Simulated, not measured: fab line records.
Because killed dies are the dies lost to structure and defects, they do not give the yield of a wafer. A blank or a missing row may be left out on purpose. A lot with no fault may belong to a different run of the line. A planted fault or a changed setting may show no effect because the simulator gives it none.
2 desks, one fault | flow nand harc | every desk sees just its own numbers, and what lay behind them comes last

## THE DEFECT DESK
Counts from the inspections along the route, per lot, as means over the sampled wafers that have a number. If a lot's mean is further than 4 standard deviations from the usual mean, the lot is out of limits and carries the mark OUT (the distance appears in the brackets).
Columns: A = raw defect count at NHARC_A_WL_FILL_INSPECT_15, usual 401; B = raw defect count at NHARC_A_CONTACT_INSPECT_44, usual 26
lot  | first seen here | A   | B
L615 | day 16 08:26    | 373 | 19
L616 | day 16 15:35    | 326 | 8
L617 | day 17 00:11    | 310 | 17
L618 | day 17 08:31    | 313 | 8
L622 | day 17 19:05    | 427 | 14
L623 | day 18 08:47    | 430 | 17
L625 | day 18 16:23    | 386 | 16
L631 | day 20 11:48    | 563 | 52
L634 | day 20 13:57    | 313 | 14
L632 | day 20 21:03    | 471 | 12
L636 | day 20 21:45    | 665 | 33
L633 | day 21 02:23    | 488 | 50
L637 | day 21 18:34    | 351 | 40
This desk found nothing out of limits on any of the 13 lots.

## DESK OF THE TOOL OWNER: pecvd-03
The tool's own readings at NHARC_A_CONTACT_DEP_24 (deposits SiO2, target thk 500 nm): means of the sampled wafers that have a number, for each lot that ran on this tool. If a lot's mean is further than 4 standard deviations from the usual mean, the lot is out of limits and carries the mark OUT (the distance appears in the brackets).
Columns: A = heater power w at NHARC_A_CONTACT_DEP_24, usual 597 W; B = mfc precursor sccm at NHARC_A_CONTACT_DEP_24, usual 161.4 sccm; C = susceptor temp C at NHARC_A_CONTACT_DEP_24, usual 399.98 C; D = throttle valve pct at NHARC_A_CONTACT_DEP_24, usual 15.9 %
lot  | first seen here | A   | B               | C      | D
L617 | day 17 00:22    | 538 | 161.6           | 400.06 | 15.6
L618 | day 17 08:35    | 552 | 161.5           | 399.94 | 15.5
L622 | day 17 19:32    | 499 | 161.4           | 399.98 | 15.6
L625 | day 18 16:27    | 582 | 168.0 (+12) OUT | 399.77 | 15.6
L637 | day 21 18:37    | 506 | 161.5           | 400.11 | 15.7
Finding of this desk: L625 out of limits; the first was L625 at day 18 16:27, on mfc precursor sccm at NHARC_A_CONTACT_DEP_24. Within limits: L617, L618, L622, L637.

## PUT TOGETHER
At day 18 16:27, on L625, the tool owner's desk was in a position to raise an alarm.
Nothing out of limits was seen by the defect desk.
The defect desk has L625 on record, within its limits.
NHARC_A_CONTACT_DEP_24 was run on pecvd-03 by each of the lots named.

## WHAT HAD BEEN PUT IN BY THE SIMULATOR
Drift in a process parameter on pecvd-03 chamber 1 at NHARC_A_CONTACT_DEP_24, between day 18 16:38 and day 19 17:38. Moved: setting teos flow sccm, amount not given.
Shown lots that were struck: L625.
